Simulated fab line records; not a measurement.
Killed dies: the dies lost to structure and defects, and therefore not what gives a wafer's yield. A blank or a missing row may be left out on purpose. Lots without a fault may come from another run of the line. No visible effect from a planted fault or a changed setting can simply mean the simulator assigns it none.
Problem report, 8D (eight disciplines) form, completed by code + flow nand_harc + the parts of the form that need people (team, actions taken, sign-off) are left out

== 1. PROBLEM STATEMENT ==
Wafers without a fault read 1000 nm, standard deviation 8.8; thk_nm at NHARC_A_ONON_D1_THK_MEAS_21 reads a mean of 621 nm on 6 wafers belonging to 2 lots. That is -43 standard deviations from the usual mean.
The step: measures by ellipsometry.
First seen on wafer L362.2, day 15 09:19, on film_metro-01. At this step, 39 wafers from 13 lots have a number in the record. The rule behind "out" and "out of limits": a value lying over 4 standard deviations away from the usual mean. The other wafers with a number count as sound.

== 2. WHAT IT IS AND WHAT IT IS NOT ==
| question                    | is                           | is not                                                           |
|-----------------------------|------------------------------|------------------------------------------------------------------|
| which readings at this step | thk_nm                       | -                                                                |
| which lots                  | L362, L364                   | L343, L346, L347, L348, L350, L351, L352, L354, L355, L356, L361 |
| which wafers of those lots  | all that have a number       | -                                                                |
| read on which gauges        | film_metro-01, film_metro-02 | -                                                                |
| when                        | from day 15 09:19            | up to then (33 sound wafers)                                     |

== 3. THE SUSPECTS, EACH WITH WHAT RULES IT OUT ==
Counting: a tool at a process step up to the reading stays a suspect if it ran every lot that is out and no sound lot after the first of them.
- ruled out: the gauge at NHARC_A_ONON_D1_THK_MEAS_21. Those wafers that are out were read across 2 gauges (film_metro-01, film_metro-02).
- rtp_anneal-01 at NHARC_A_ZERO_WELL_RTA_16 (time 10 s): kept. Every lot that is out went through it, starting with L362 (day 14 02:01), and after that it ran no sound lot; the last sound lot it ran before then is L352 (day 9 21:49).
- pecvd_onon-01 at NHARC_A_ONON_D1_DEP_19 (target thk 1000 nm): kept. Every lot that is out went through it, starting with L362 (day 15 08:52), and after that it ran no sound lot; the last sound lot it ran before then is L355 (day 12 14:27).
After counting, rtp_anneal-01 at NHARC_A_ZERO_WELL_RTA_16 and pecvd_onon-01 at NHARC_A_ONON_D1_DEP_19 remain.

== 4. THE CAUSE (what the simulator had put in) ==
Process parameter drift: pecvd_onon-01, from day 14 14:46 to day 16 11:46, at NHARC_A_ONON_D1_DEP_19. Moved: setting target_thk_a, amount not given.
Counting leaves 2 suspects; this tool is one of them.

== 5. THE EFFECT CHAIN, in route order ==
Rows list readings where the struck wafers' mean (over those with a number) sits beyond 3 standard deviations from the usual. Readings are gone through only where the record gives a usual standard deviation; hours: the median, over the lots, of the time from a lot's start at the first step in this table giving one to that lot's start at this step; sigmas: the change measured in usual standard deviations.
| hours | step                        | reading         | usual   | on struck wafers | change | sigmas |
|-------|-----------------------------|-----------------|---------|------------------|--------|--------|
| 0     | NHARC_A_ONON_D1_THK_MEAS_21 | thk_nm          | 1000 nm | 621              | -379   | -43    |
| 414   | NHARC_END_SORT_01           | killed_at_array | 62      | 673              | +611   | +34    |
| 414   | NHARC_END_SORT_01           | killed_dies     | 67      | 677              | +610   | +36    |

== 6. WHAT WOULD HAVE CAUGHT IT SOONER ==
19 hours passed between the start of the fault at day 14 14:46 and the first reading out of limits at a measuring or inspecting step in this record, taken at day 15 09:19.
Lots out: 2; of these, L364 started NHARC_A_ONON_D1_DEP_19 on pecvd_onon-01 after day 15 09:19. Had the tool been put on hold then, it would have been spared.
